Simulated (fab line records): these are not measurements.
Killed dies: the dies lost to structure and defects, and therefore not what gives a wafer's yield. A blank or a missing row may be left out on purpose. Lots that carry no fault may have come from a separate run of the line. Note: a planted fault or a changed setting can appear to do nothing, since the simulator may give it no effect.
fab line records	flow n5_finfet
[record] lots = 24	wafers = 72	last_day = 18
route steps=1938 shown BEOL_M10@1521 BEOL_M11@1550
lots that met no fault: taken from a fault-free run of the same line
start_h: start of the lot's first displayed wafer, in hours after the record's first day	wait_h: time in hours since the lot's previous step	" unchanged from the row above	L1.1+2: several wafers, shown together as one row	- either no value or no given start	* or withheld: withheld	< > ~ a bound
route shown NAME@n: names a module that has steps shown in the file, with the first one's number in the route	usual: average and standard deviation across the fault-free wafers	same: alike in all rows	chamber/n: place in a boat	sites: the reading at each site	_std_site: the standard deviation of these	_edge_site: inner sites' mean taken away from outer sites' mean	radius_mm: how far each site lies from the wafer's centre	mask NAME#n: copy n	behind: the last tool/chamber to shape the wafer	hold: the reason the lot was held/the length of the hold in hours/how it ended	device: transistor that didn't switch, given as n, p or np	end of line: the route-end tests of the same wafers	for a step that has no rows: nothing shown but its recipe	killed: the dies lost at the first sort to structure and to defects; this is not the yield of the wafer	map: a wafer's dies, x killed, . not, _ none there
set.NAME: the setting that was run; set.NAME@STEP: the one run at that earlier step	model.NAME: the simulator's own value behind a step, which no gauge read
steps of the route over a sample of lots; a table a step, a row a wafer
services: when a tool's chamber went out of use (start_h, in hours from the record's first day, below 0 if earlier), for how many hours, and the reason
[[steps]]
[step N5_BEOL_M10_CURE_72]
[recipe] temp_c = 370	time_s = 120	ambient = DMADMS/He	material = SiCOH_lowk
[usual] lamp_power_pct = 52.31/0.054	wafer_temp_C_max = 371.5/0.47
lot.wafer	tool	chamber	start_h	wait_h	lamp_power_pct	wafer_temp_C_max
L074.1	uv_cure-03	1	226.09	0.0	52.24	371.5
L074.3	"	1	"	"	52.37	371.5
L074.4	"	1	"	"	52.30	371.5
L077.1	uv_cure-01	2	228.66	0.3	52.35	371.9
L077.4	"	2	"	"	52.32	372.8
L077.5	"	2	"	"	52.22	372.0
L075.2	uv_cure-02	0	228.75	0.1	52.35	371.5
L075.5	"	0	"	"	52.34	371.6
L075.6	"	0	"	"	52.31	371.9
L076.1	uv_cure-02	2	235.50	0.2	52.26	371.3
L076.2	"	2	"	"	52.27	371.6
L076.4	"	2	"	"	52.33	371.7
L079.1	uv_cure-02	0	246.12	0.0	52.34	371.1
L079.3	"	0	"	"	52.38	372.0
L079.4	"	0	"	"	52.30	371.1
L078.3	uv_cure-01	1	250.48	0.1	52.34	371.9
L078.4	"	1	"	"	52.42	371.7
L078.5	"	1	"	"	52.27	371.9
L080.2	uv_cure-03	2	258.20	0.1	52.31	372.3
L080.5	"	2	"	"	52.37	371.9
L080.6	"	2	"	"	52.29	372.1
L081.1	uv_cure-01	1	266.07	0.0	52.25	371.6
L081.3	"	1	"	"	52.25	372.4
L081.4	"	1	"	"	52.33	371.6
L082.2	uv_cure-03	1	283.11	0.1	52.38	371.7
L082.4	"	1	"	"	52.32	371.5
L082.5	"	1	"	"	52.30	371.7
L083.1	uv_cure-03	0	287.28	0.0	52.28	371.1
L083.4	"	0	"	"	52.39	370.9
L083.5	"	0	"	"	52.28	371.1
L084.1	uv_cure-03	2	288.15	0.0	52.33	371.8
L084.5	"	2	"	"	52.33	371.1
L084.6	"	2	"	"	52.31	371.7
L085.2	uv_cure-03	1	297.53	0.1	52.21	371.7
L085.3	"	1	"	"	52.28	371.4
L085.4	"	1	"	"	52.43	371.6
L086.1	uv_cure-01	1	303.35	0.0	52.35	371.2
L086.3	"	1	"	"	52.30	371.3
L086.5	"	1	"	"	52.35	371.7
L089.1	uv_cure-02	1	309.86	0.0	52.19	371.3
L089.4	"	1	"	"	52.24	370.4
L089.5	"	1	"	"	52.45	371.1
L088.1	uv_cure-03	1	312.55	0.0	52.43	371.3
L088.2	"	1	"	"	52.27	372.1
L088.5	"	1	"	"	52.25	371.5
L087.1	uv_cure-02	2	313.02	0.0	52.29	371.7
L087.5	"	2	"	"	52.31	371.9
L087.6	"	2	"	"	52.43	371.8
L090.2	uv_cure-03	0	329.00	0.1	52.31	371.0
L090.3	"	0	"	"	52.33	371.5
L090.5	"	0	"	"	52.28	370.6
L092.2	uv_cure-03	2	334.20	0.1	52.31	371.7
L092.4	"	2	"	"	52.28	371.6
L092.5	"	2	"	"	52.23	371.6
L093.3	uv_cure-03	0	334.55	0.3	52.35	371.1
L093.5	"	0	"	"	52.39	371.0
L093.6	"	0	"	"	52.33	371.4
L094.2	uv_cure-02	1	345.46	0.3	52.26	371.5
L094.3	"	1	"	"	52.26	371.1
L094.5	"	1	"	"	52.32	370.7
L095.1	uv_cure-02	1	354.85	0.0	52.41	371.0
L095.4	"	1	"	"	52.38	370.7
L095.6	"	1	"	"	52.32	371.1
L096.2	uv_cure-03	2	360.15	0.1	52.36	371.5
L096.4	"	2	"	"	52.23	371.9
L096.5	"	2	"	"	52.29	371.9
L097.3	uv_cure-02	1	360.23	0.1	52.32	371.0
L097.5	"	1	"	"	52.37	370.5
L097.6	"	1	"	"	52.28	370.7
L091.3	uv_cure-02	0	376.23	0.2	52.30	371.5
L091.4	"	0	"	"	52.32	371.9
L091.5	"	0	"	"	52.34	371.3
[step N5_BEOL_M10_RS_MEAS_57]
[recipe] thk_meas_gauge = four-point-probe	reads = Cu_of_BEOL_M10_ECD_50+Co_of_BEOL_M10_CVD_75+TaN_of_BEOL_M10_ALD_74
[usual] M10_RS = 0.153/0.0036
lot.wafer	tool	chamber	start_h	wait_h	M10_RS[ohm/sq]
L074.1	film_metro-02	-	228.68	0.1	0.154
L074.3	"	-	"	"	0.149
L074.4	"	-	"	"	0.149
L077.1	film_metro-01	-	231.43	0.1	0.152
L077.4	"	-	"	"	0.149
L077.5	"	-	"	"	0.143
L075.2	film_metro-02	-	231.55	0.1	0.157
L075.5	"	-	"	"	0.159
L075.6	"	-	"	"	0.158
L076.1	film_metro-01	-	239.53	0.1	0.150
L076.2	"	-	"	"	0.155
L076.4	"	-	"	"	0.154
L079.1	film_metro-02	-	250.35	0.1	0.156
L079.3	"	-	"	"	0.154
L079.4	"	-	"	"	0.155
L078.3	film_metro-02	-	254.20	0.1	0.147
L078.4	"	-	"	"	0.153
L078.5	"	-	"	"	0.146
L080.2	film_metro-02	-	261.27	0.1	0.156
L080.5	"	-	"	"	0.149
L080.6	"	-	"	"	0.159
L081.1	film_metro-01	-	269.02	0.1	0.156
L081.3	"	-	"	"	0.148
L081.4	"	-	"	"	0.150
L082.2	film_metro-02	-	285.32	0.1	0.152
L082.4	"	-	"	"	0.147
L082.5	"	-	"	"	0.149
L083.1	film_metro-01	-	290.64	0.1	0.150
L083.4	"	-	"	"	0.150
L083.5	"	-	"	"	0.149
L084.1	film_metro-02	-	290.85	0.1	0.152
L084.5	"	-	"	"	0.151
L084.6	"	-	"	"	0.154
L085.2	film_metro-01	-	301.24	0.1	0.153
L085.3	"	-	"	"	0.150
L085.4	"	-	"	"	0.152
L086.1	film_metro-01	-	305.54	0.1	0.158
L086.3	"	-	"	"	0.153
L086.5	"	-	"	"	0.152
L089.1	film_metro-02	-	312.37	0.1	0.156
L089.4	"	-	"	"	0.152
L089.5	"	-	"	"	0.154
L088.1	film_metro-02	-	314.87	0.1	0.159
L088.2	"	-	"	"	0.152
L088.5	"	-	"	"	0.158
L087.1	film_metro-02	-	316.08	0.1	0.157
L087.5	"	-	"	"	0.148
L087.6	"	-	"	"	0.159
L090.2	film_metro-02	-	331.80	0.1	0.156
L090.3	"	-	"	"	0.146
L090.5	"	-	"	"	0.150
L092.2	film_metro-02	-	338.96	0.1	0.153
L092.4	"	-	"	"	0.146
L092.5	"	-	"	"	0.148
L093.3	film_metro-02	-	339.23	0.1	0.155
L093.5	"	-	"	"	0.154
L093.6	"	-	"	"	0.156
L094.2	film_metro-02	-	348.72	0.1	0.149
L094.3	"	-	"	"	0.151
L094.5	"	-	"	"	0.148
L095.1	film_metro-02	-	357.85	0.1	0.157
L095.4	"	-	"	"	0.152
L095.6	"	-	"	"	0.159
L097.3	film_metro-02	-	362.13	0.1	0.156
L097.5	"	-	"	"	0.153
L097.6	"	-	"	"	0.152
L096.2	film_metro-02	-	362.31	0.1	0.148
L096.4	"	-	"	"	0.149
L096.5	"	-	"	"	0.152
L091.3	film_metro-02	-	378.35	0.1	0.156
L091.4	"	-	"	"	0.147
L091.5	"	-	"	"	0.156
[step N5_BEOL_M11_OVL_MEAS_12]
[recipe] points_per_wafer = 44
[usual] M11_OVL = 0.3/0.89
lot.wafer	tool	chamber	start_h	wait_h	M11_OVL[nm]
L074.1	overlay-01	0	229.92	0.0	-0.3
L074.3	"	0	"	"	-0.2
L074.4	"	0	"	"	0.4
L077.1	overlay-01	0	233.10	0.0	1.2
L077.4	"	0	"	"	2.1
L077.5	"	0	"	"	0.3
L075.2	overlay-02	0	233.20	0.0	1.0
L075.5	"	0	"	"	0.0
L075.6	"	0	"	"	0.0
L076.1	overlay-02	0	242.32	0.0	1.3
L076.2	"	0	"	"	-0.3
L076.4	"	0	"	"	-0.5
L079.1	overlay-01	0	254.05	0.0	0.6
L079.3	"	0	"	"	0.8
L079.4	"	0	"	"	0.6
L078.3	overlay-02	0	255.87	0.0	-0.3
L078.4	"	0	"	"	0.0
L078.5	"	0	"	"	-1.0
L080.2	overlay-02	0	266.08	0.0	-0.4
L080.5	"	0	"	"	0.1
L080.6	"	0	"	"	0.4
L081.1	overlay-02	0	271.16	0.0	0.4
L081.3	"	0	"	"	0.6
L081.4	"	0	"	"	-0.8
L082.2	overlay-01	0	286.71	0.0	-1.4
L082.4	"	0	"	"	-0.7
L082.5	"	0	"	"	0.2
L083.1	overlay-02	0	292.51	0.0	1.1
L083.4	"	0	"	"	1.1
L083.5	"	0	"	"	-1.0
L084.1	overlay-01	0	292.66	0.0	1.7
L084.5	"	0	"	"	1.8
L084.6	"	0	"	"	1.7
L085.2	overlay-01	0	303.65	0.0	0.8
L085.3	"	0	"	"	1.4
L085.4	"	0	"	"	-0.2
L086.1	overlay-01	0	307.10	0.0	2.7
L086.3	"	0	"	"	2.2
L086.5	"	0	"	"	2.0
L089.1	overlay-02	0	314.52	0.0	0.9
L089.4	"	0	"	"	-0.5
L089.5	"	0	"	"	-0.4
L088.1	overlay-02	0	317.70	0.0	0.4
L088.2	"	0	"	"	-0.6
L088.5	"	0	"	"	-0.7
L087.1	overlay-01	0	318.16	0.0	-0.3
L087.5	"	0	"	"	-0.7
L087.6	"	0	"	"	-0.8
L090.2	overlay-02	0	333.83	0.0	-0.2
L090.3	"	0	"	"	0.8
L090.5	"	0	"	"	0.6
L093.3	overlay-01	0	342.21	0.0	-1.0
L093.5	"	0	"	"	0.3
L093.6	"	0	"	"	-0.3
L092.2	overlay-02	0	342.37	0.0	-0.6
L092.4	"	0	"	"	0.9
L092.5	"	0	"	"	0.4
L094.2	overlay-01	0	351.01	0.0	0.5
L094.3	"	0	"	"	1.2
L094.5	"	0	"	"	0.9
L095.1	overlay-01	0	359.90	0.0	0.9
L095.4	"	0	"	"	1.2
L095.6	"	0	"	"	-0.5
L097.3	overlay-02	0	365.05	0.0	0.1
L097.5	"	0	"	"	0.7
L097.6	"	0	"	"	0.9
L096.2	overlay-02	0	365.21	0.0	1.1
L096.4	"	0	"	"	-0.3
L096.5	"	0	"	"	1.6
L091.3	overlay-01	0	381.18	0.0	0.2
L091.4	"	0	"	"	1.2
L091.5	"	0	"	"	1.0
[step N5_BEOL_M11_ETCH_62]
[recipe] chemistry = N2/H2	target = SOC	target_depth_a = 1100	overetch_a = 220	mask_material = SiARC	temp_c = 40	time_s = 165	ion_energy_ev = 200	pressure_mtorr = 30	source_w = 840	bias_w = 150	n2_flow_sccm = 200	h2_flow_sccm = 200
[usual] drypump_motor_current_A = 5.9/0.39	oes_product_au = 0.67/0.065	rf_vpp_V = 524.5/2.5	showerhead_plenum_p_Torr = 2.57/0.083	throttle_valve_pct = 17.93/0.22
lot.wafer	tool	chamber	start_h	wait_h	drypump_motor_current_A	oes_product_au	rf_hours_counter_h	rf_vpp_V	showerhead_plenum_p_Torr	throttle_valve_pct
L074.1	rie_diel-06	0	230.06	0.0	5.8	0.80	5	524.4	2.60	17.91
L074.3	"	3	"	"	5.9	0.70	99	520.7	2.47	17.90
L074.4	"	3	"	"	5.9	0.70	-	522.0	2.47	17.90
L077.1	rie_diel-05	0	233.24	0.0	6.8	0.69	116	526.4	2.66	17.66
L077.4	"	2	"	"	5.1	0.72	59	522.1	2.49	18.11
L077.5	"	0	"	"	6.8	0.69	-	526.9	2.66	17.66
L075.2	rie_diel-03	0	233.52	0.0	5.9	0.68	107	524.7	2.57	17.93
L075.5	"	0	"	"	5.9	0.67	-	524.7	2.57	17.94
L075.6	"	3	"	"	5.6	0.62	-	523.7	2.52	17.87
L076.1	rie_diel-06	0	242.46	0.0	5.8	0.80	10	525.7	2.60	17.91
L076.2	"	3	"	"	5.9	0.70	103	522.2	2.47	17.89
L076.4	"	1	"	"	6.4	0.64	-	527.3	2.66	18.47
L079.1	rie_diel-03	3	254.21	0.0	5.6	0.61	200	522.8	2.52	17.88
L079.3	"	2	"	"	6.1	0.60	238	525.9	2.61	18.10
L079.4	"	1	"	"	6.1	0.62	186	522.9	2.52	17.87
L078.3	rie_diel-05	2	256.02	0.0	5.0	0.70	66	521.6	2.49	18.13
L078.4	"	1	"	"	5.4	0.64	159	520.5	2.42	17.75
L078.5	"	0	"	"	6.8	0.68	-	526.7	2.66	17.66
L080.2	rie_diel-06	1	266.22	0.0	6.4	0.63	183	527.8	2.66	18.48
L080.5	"	3	"	"	5.9	0.69	-	520.5	2.47	17.93
L080.6	"	0	"	"	5.8	0.77	-	526.9	2.60	17.92
L081.1	rie_diel-03	3	271.30	0.0	5.6	0.60	205	523.8	2.52	17.88
L081.3	"	1	"	"	6.1	0.62	191	522.4	2.52	17.89
L081.4	"	2	"	"	6.1	0.60	243	525.9	2.61	18.12
L082.2	rie_diel-06	1	287.85	0.0	6.3	0.63	193	526.7	2.65	18.49
L082.4	"	3	"	"	5.9	0.68	119	520.9	2.46	17.94
L082.5	"	1	"	"	6.3	0.63	-	527.2	2.65	18.49
L083.1	rie_diel-03	0	292.65	0.0	5.9	0.66	122	524.0	2.56	17.98
L083.4	"	1	"	"	6.1	0.62	194	523.7	2.52	17.89
L083.5	"	0	"	"	5.9	0.66	-	523.9	2.56	17.98
L084.1	rie_diel-06	2	292.81	0.0	5.4	0.77	17	528.4	2.70	17.61
L084.5	"	3	"	"	5.9	0.68	-	520.3	2.46	17.94
L084.6	"	2	"	"	5.5	0.77	-	526.9	2.70	17.58
L085.2	rie_diel-03	0	304.96	0.0	5.9	0.66	127	524.2	2.56	17.99
L085.3	"	1	"	"	6.1	0.61	200	521.9	2.52	17.90
L085.4	"	1	"	"	6.1	0.62	-	523.6	2.51	17.89
L086.1	rie_diel-06	1	308.32	0.0	6.4	0.62	202	526.0	2.65	18.50
L086.3	"	3	"	"	5.9	0.67	126	521.0	2.46	17.95
L086.5	"	2	"	"	5.5	0.75	-	528.6	2.69	17.62
L089.1	rie_diel-06	3	315.13	0.0	5.9	0.67	129	520.1	2.46	17.96
L089.4	"	2	"	"	5.4	0.75	26	527.3	2.69	17.62
L089.5	"	3	"	"	5.9	0.67	-	521.2	2.46	17.96
L088.1	rie_diel-03	1	318.05	0.0	6.1	0.60	207	523.9	2.51	17.90
L088.2	"	0	"	"	5.9	0.65	134	523.8	2.56	18.01
L088.5	"	1	"	"	6.1	0.61	-	525.0	2.51	17.90
L087.1	rie_diel-06	2	318.67	0.0	5.4	0.75	27	527.4	2.69	17.63
L087.5	"	3	"	"	5.9	0.68	-	520.9	2.46	17.96
L087.6	"	0	"	"	5.8	0.74	-	525.4	2.59	17.96
L090.2	rie_diel-05	3	334.22	0.0	5.1	0.74	33	529.1	2.71	17.77
L090.3	"	1	"	"	5.4	0.62	173	520.4	2.42	17.75
L090.5	"	3	"	"	5.1	0.75	-	527.5	2.71	17.79
L093.3	rie_diel-05	1	342.42	0.0	5.3	0.62	176	521.0	2.41	17.76
L093.5	"	1	"	"	5.4	0.62	-	520.6	2.42	17.74
L093.6	"	3	"	"	5.1	0.75	-	528.7	2.71	17.79
L092.2	rie_diel-03	1	342.59	0.0	6.1	0.60	215	522.5	2.51	17.92
L092.4	"	3	"	"	5.7	0.59	230	524.0	2.51	17.94
L092.5	"	2	"	"	6.1	0.81	-	525.4	2.61	17.73
L094.2	rie_diel-03	0	351.15	0.0	5.9	0.64	147	523.3	2.55	18.00
L094.3	"	1	"	"	6.1	0.60	219	523.2	2.51	17.93
L094.5	"	0	"	"	5.9	0.64	-	524.6	2.55	18.00
L095.1	rie_diel-03	2	360.35	0.0	6.1	0.80	13	525.7	2.60	17.74
L095.4	"	3	"	"	5.6	0.59	237	522.7	2.50	17.94
L095.6	"	0	"	"	5.9	0.64	-	522.5	2.55	18.01
L097.3	rie_diel-06	3	365.19	0.0	5.9	0.66	146	520.9	2.45	17.99
L097.5	"	3	"	"	5.9	0.66	-	520.6	2.45	18.00
L097.6	"	2	"	"	5.4	0.73	-	528.2	2.68	17.68
L096.2	rie_diel-03	2	365.66	0.0	6.1	0.79	15	525.1	2.60	17.74
L096.4	"	3	"	"	5.6	0.58	238	523.1	2.50	17.94
L096.5	"	0	"	"	5.9	0.64	-	524.6	2.55	18.02
L091.3	rie_diel-06	2	381.32	0.0	5.5	0.73	47	528.9	2.68	17.64
L091.4	"	0	"	"	5.8	0.71	59	524.1	2.58	18.01
L091.5	"	3	"	"	5.9	0.66	-	522.4	2.45	17.99
[step N5_BEOL_M11_HM_OPEN_17]
[recipe] chemistry = Cl2/BCl3	target_depth_a = 200	overetch_a = 60	target = TiN	mask_material = SOC	ion_energy_ev = 150	pressure_mtorr = 10	icp_w = 1000	bias_w = 126	Cl2_flow_sccm = 53.25	bcl3_flow_sccm = 21.75	Ar_flow_sccm = 25
[usual] drypump_motor_current_A = 5.5/0.47	oes_ar_750_au = 0.74/0.1	oes_product_au = 0.64/0.088	throttle_valve_pct = 22.1/0.31
lot.wafer	tool	chamber	start_h	wait_h	drypump_motor_current_A	oes_ar_750_au	oes_product_au	rf_hours_counter_h	throttle_valve_pct
L074.1	rie_metal-03	1	230.25	0.0	4.9	0.80	0.69	24	22.0
L074.3	"	1	"	"	5.0	0.80	0.68	-	22.1
L074.4	"	0	"	"	5.7	0.59	0.53	-	22.4
L077.1	rie_metal-02	1	233.43	0.0	6.5	0.70	0.57	102	21.8
L077.4	"	1	"	"	6.5	0.70	0.57	-	21.8
L077.5	"	1	"	"	6.5	0.70	0.57	-	21.8
L075.2	rie_metal-02	0	233.70	0.0	5.2	0.67	0.58	89	21.9
L075.5	"	0	"	"	5.1	0.67	0.58	-	21.9
L075.6	"	1	"	"	6.5	0.70	0.58	-	21.8
L076.1	rie_metal-01	0	242.65	0.0	5.7	0.66	0.58	84	22.7
L076.2	"	1	"	"	5.7	0.72	0.63	53	21.7
L076.4	"	0	"	"	5.7	0.66	0.58	-	22.7
L079.1	rie_metal-03	0	254.40	0.0	5.7	0.58	0.52	122	22.4
L079.3	"	0	"	"	5.7	0.58	0.52	-	22.4
L079.4	"	1	"	"	5.0	0.80	0.67	-	22.1
L078.3	rie_metal-02	0	256.23	0.1	5.1	0.66	0.58	-	21.9
L078.4	"	1	"	"	6.5	0.70	0.57	-	21.8
L078.5	"	1	"	"	6.5	0.69	0.56	-	21.8
L080.2	rie_metal-01	0	266.41	0.0	5.7	0.65	0.58	86	22.7
L080.5	"	1	"	"	5.7	0.72	0.63	-	21.7
L080.6	"	0	"	"	5.7	0.65	0.58	-	22.7
L081.1	rie_metal-03	1	271.49	0.0	4.9	0.80	0.67	27	22.1
L081.3	"	1	"	"	4.9	0.79	0.67	-	22.0
L081.4	"	1	"	"	5.0	0.80	0.68	-	22.1
L082.2	rie_metal-03	1	288.04	0.0	4.9	0.79	0.66	29	22.0
L082.4	"	1	"	"	4.9	0.79	0.68	-	22.0
L082.5	"	1	"	"	4.9	0.78	0.67	-	22.0
L083.1	rie_metal-03	1	292.84	0.0	5.0	0.78	0.67	30	22.1
L083.4	"	0	"	"	5.8	0.90	0.81	-	22.2
L083.5	"	0	"	"	5.7	0.90	0.80	-	22.2
L084.1	rie_metal-01	0	292.99	0.0	5.7	0.65	0.58	88	22.7
L084.5	"	1	"	"	5.7	0.71	0.62	-	21.7
L084.6	"	0	"	"	5.7	0.64	0.57	-	22.7
L085.2	rie_metal-01	0	305.14	0.0	5.7	0.65	0.58	89	22.7
L085.3	"	1	"	"	5.7	0.71	0.62	-	21.7
L085.4	"	0	"	"	5.7	0.64	0.58	-	22.7
L086.1	rie_metal-01	0	308.51	0.0	5.7	0.64	0.57	90	22.7
L086.3	"	1	"	"	5.7	0.70	0.62	-	21.7
L086.5	"	0	"	"	5.7	0.64	0.57	-	22.8
L089.1	rie_metal-01	0	315.32	0.0	5.7	0.65	0.57	90	22.7
L089.4	"	1	"	"	5.7	0.70	0.62	-	21.7
L089.5	"	1	"	"	5.7	0.71	0.62	-	21.7
L088.1	rie_metal-01	0	318.24	0.0	5.7	0.65	0.56	90	22.8
L088.2	"	1	"	"	5.7	0.70	0.62	59	21.7
L088.5	"	1	"	"	5.7	0.71	0.61	-	21.7
L087.1	rie_metal-03	0	318.86	0.0	5.8	0.88	0.79	3	22.2
L087.5	"	0	"	"	5.8	0.87	0.78	-	22.2
L087.6	"	0	"	"	5.7	0.88	0.78	-	22.2
L090.2	rie_metal-03	0	334.40	0.0	5.8	0.86	0.77	6	22.2
L090.3	"	1	"	"	5.0	0.77	0.66	-	22.0
L090.5	"	0	"	"	5.7	0.86	0.78	-	22.2
L093.3	rie_metal-03	1	342.63	0.1	4.9	0.78	0.66	-	22.1
L093.5	"	1	"	"	4.9	0.78	0.67	-	22.1
L093.6	"	0	"	"	5.8	0.85	0.77	-	22.2
L092.2	rie_metal-02	0	342.81	0.1	5.1	0.65	0.56	-	21.9
L092.4	"	0	"	"	5.1	0.65	0.56	-	21.9
L092.5	"	0	"	"	5.1	0.65	0.56	-	21.9
L094.2	rie_metal-03	0	351.34	0.0	5.8	0.85	0.76	7	22.2
L094.3	"	1	"	"	4.9	0.77	0.65	-	22.1
L094.5	"	1	"	"	4.9	0.77	0.67	-	22.1
L095.1	rie_metal-02	0	360.54	0.0	5.2	0.64	0.56	103	21.9
L095.4	"	0	"	"	5.2	0.65	0.56	-	21.9
L095.6	"	0	"	"	5.2	0.65	0.56	-	21.9
L097.3	rie_metal-02	1	365.41	0.1	6.5	0.99	0.81	-	21.8
L097.5	"	0	"	"	5.1	0.64	0.55	-	21.9
L097.6	"	1	"	"	6.4	0.99	0.81	-	21.8
L096.2	rie_metal-03	0	365.85	0.0	5.7	0.85	0.73	9	22.2
L096.4	"	0	"	"	5.7	0.84	0.75	-	22.2
L096.5	"	0	"	"	5.7	0.84	0.74	-	22.2
L091.3	rie_metal-02	1	381.54	0.1	6.5	0.97	0.80	-	21.8
L091.4	"	0	"	"	5.1	0.64	0.56	-	21.9
L091.5	"	1	"	"	6.5	0.97	0.80	-	21.8
[step N5_BEOL_M11_CMP_52]
[recipe] stop_on = SiCOH_lowk	t_overpolish_s = 7	down_force_psi = 1	platen_rpm = 50	clearing_platen_down_force_psi = 1.5	clearing_platen_rpm = 50	post_cmp_clean = cu_alkaline	target_thk_nm = 140	clearing_platen_pad_velocity_m_s = 0.99484	pad_velocity_m_s = 0.99484
[usual] barrier_field_endpoint_s = 29.1/0.69	motor_current_A = 6.1/0.7	overpolish_run_s = 6.999/0.0099	platen_rpm = 50.00/0.031	time_to_endpoint_s = 67/3.2
[same] t_overpolish_s = 7
lot.wafer	tool	chamber	start_h	wait_h	barrier_field_endpoint_s	motor_current_A	overpolish_run_s	platen_rpm	time_to_endpoint_s
L074.1	cmp-03	0	234.75	0.3	29.7	5.6	6.988	49.96	67
L074.3	"	1	"	"	30.0	6.4	6.975	50.00	70
L074.4	"	2	"	"	30.3	6.1	6.981	50.00	71
L077.4	cmp-04	1	236.81	0.2	29.5	5.6	6.995	50.03	66
L077.1	"	2	"	"	28.7	7.0	6.999	49.97	63
L077.5	"	0	"	"	29.0	6.8	6.995	50.04	66
L075.2	cmp-01	2	237.11	0.3	28.4	7.1	7.001	50.04	67
L075.5	"	0	"	"	29.4	6.8	6.996	50.01	67
L075.6	"	1	"	"	29.6	5.2	6.993	49.95	65
L076.2	cmp-01	1	250.59	0.2	28.3	5.1	7.005	49.99	68
L076.1	"	2	"	"	29.1	7.3	6.995	49.97	70
L076.4	"	3	"	"	28.6	5.2	7.008	49.96	67
L079.4	cmp-04	1	259.21	0.2	30.2	5.8	6.993	49.96	69
L079.1	"	2	"	"	28.8	7.2	6.992	50.02	65
L079.3	"	3	"	"	27.7	5.3	7.003	50.01	63
L078.4	cmp-03	1	260.82	0.2	28.7	6.6	6.999	49.96	63
L078.3	"	2	"	"	29.1	6.3	7.004	50.01	64
L078.5	"	3	"	"	29.4	5.5	6.983	50.04	61
L080.2	cmp-01	2	270.96	0.2	28.3	7.1	6.995	49.99	66
L080.6	"	1	"	"	28.2	5.3	7.001	50.02	61
L080.5	"	2	"	"	29.5	7.0	7.003	50.01	64
L081.4	cmp-01	0	277.48	0.1	29.8	6.8	7.010	50.01	69
L081.3	"	1	"	"	28.8	5.3	6.999	49.98	64
L081.1	"	3	"	"	28.8	5.6	7.001	50.02	67
L082.2	cmp-01	0	292.70	0.2	29.4	7.0	6.989	50.01	68
L082.4	"	2	"	"	28.7	7.2	7.004	49.97	62
L082.5	"	0	"	"	30.1	6.6	6.986	50.02	68
L083.4	cmp-04	2	296.01	0.2	29.7	7.1	6.983	49.99	66
L083.1	"	3	"	"	28.7	5.3	7.028	50.06	64
L083.5	"	1	"	"	30.1	5.7	7.002	49.99	69
L084.1	cmp-04	2	297.05	0.4	28.4	6.9	6.992	49.96	69
L084.6	"	3	"	"	29.4	5.6	6.996	50.03	64
L084.5	"	0	"	"	29.9	6.7	7.003	50.00	68
L085.4	cmp-03	2	310.30	0.2	29.8	5.7	6.995	50.01	65
L085.2	"	3	"	"	29.2	5.6	6.990	50.03	63
L085.3	"	0	"	"	30.1	5.5	7.005	50.01	68
L086.1	cmp-01	2	314.04	0.3	28.6	7.4	6.991	50.03	61
L086.3	"	1	"	"	28.1	5.3	6.986	50.03	60
L086.5	"	2	"	"	28.9	7.2	6.992	49.99	64
L089.1	cmp-04	1	319.85	0.3	29.7	5.7	7.011	50.02	72
L089.4	"	2	"	"	28.3	6.8	6.996	50.04	63
L089.5	"	0	"	"	29.3	6.8	6.984	49.96	66
L088.2	cmp-04	0	323.53	0.2	28.7	6.7	7.012	50.05	68
L088.1	"	1	"	"	29.6	5.2	6.982	50.00	72
L088.5	"	3	"	"	28.8	5.6	6.979	49.99	66
L087.1	cmp-04	0	326.60	0.4	28.9	6.7	6.975	50.03	70
L087.5	"	0	"	"	29.1	6.5	6.992	50.04	66
L087.6	"	1	"	"	29.9	5.2	7.014	50.03	73
L090.3	cmp-01	3	340.30	0.2	28.3	5.4	7.006	50.01	68
L090.2	"	2	"	"	30.2	7.3	6.997	50.01	71
L090.5	"	0	"	"	29.5	7.3	7.001	50.00	71
L093.3	cmp-04	0	347.71	0.2	29.0	7.1	7.000	49.96	68
L093.5	"	0	"	"	29.4	6.8	7.009	50.00	70
L093.6	"	1	"	"	30.5	5.8	6.994	49.98	69
L092.2	cmp-04	1	348.41	0.2	29.3	5.4	7.008	50.00	73
L092.4	"	3	"	"	29.1	5.4	6.997	50.06	69
L092.5	"	1	"	"	29.2	5.6	7.010	50.00	72
L094.3	cmp-03	3	356.13	0.2	28.7	5.7	6.993	50.01	67
L094.2	"	0	"	"	29.9	5.7	7.011	49.99	66
L094.5	"	3	"	"	28.3	5.5	7.004	50.07	59
L095.1	cmp-03	1	365.34	0.3	29.1	6.6	7.008	50.01	68
L095.4	"	3	"	"	28.4	5.5	7.010	49.99	66
L095.6	"	0	"	"	29.6	5.5	7.004	49.96	68
L097.3	cmp-04	1	369.11	0.3	30.0	5.7	7.000	50.00	68
L097.6	"	2	"	"	30.2	7.1	7.011	49.98	65
L097.5	"	3	"	"	28.1	5.5	6.990	49.98	56
L096.2	cmp-01	0	369.31	0.2	28.5	6.9	7.000	49.97	66
L096.4	"	2	"	"	28.4	7.5	6.978	50.03	65
L096.5	"	1	"	"	28.2	5.3	6.998	50.02	64
L091.3	cmp-03	1	387.70	0.2	29.1	6.5	7.010	50.00	67
L091.4	"	0	"	"	29.9	5.5	7.004	50.00	69
L091.5	"	2	"	"	29.8	6.3	6.998	49.94	68
[[services]]
tool	chamber	start_h	hours	kind
rie_diel-03	3	202.61	2.6	repair
uv_cure-02	-	210.46	2.8	pm
cmp-01	-	215.26	4.0	pm
uv_cure-01	-	220.47	1.0	pm
rie_diel-06	-	230.51	0.5	repair
cmp-04	-	233.64	1.8	repair
rie_diel-06	2	237.70	13.5	repair
uv_cure-02	-	252.87	0.4	repair
cmp-04	-	258.03	0.8	repair
cmp-03	-	276.92	1.5	repair
cmp-01	-	281.67	3.9	repair
uv_cure-02	-	293.88	0.3	repair
rie_diel-05	3	311.98	18.2	repair
rie_metal-03	1	315.84	18.4	repair
cmp-04	-	328.23	4.0	pm
cmp-01	-	352.54	5.1	pm
rie_metal-02	-	366.12	0.7	repair
cmp-03	-	366.55	0.5	repair
uv_cure-02	-	378.98	0.4	repair
uv_cure-03	-	379.57	1.0	pm
rie_diel-06	0	381.91	6.4	repair
rie_diel-03	0	382.74	5.6	repair
uv_cure-02	-	384.86	7.5	pm
rie_diel-03	1	386.53	2.1	repair
[[key]]
fault none
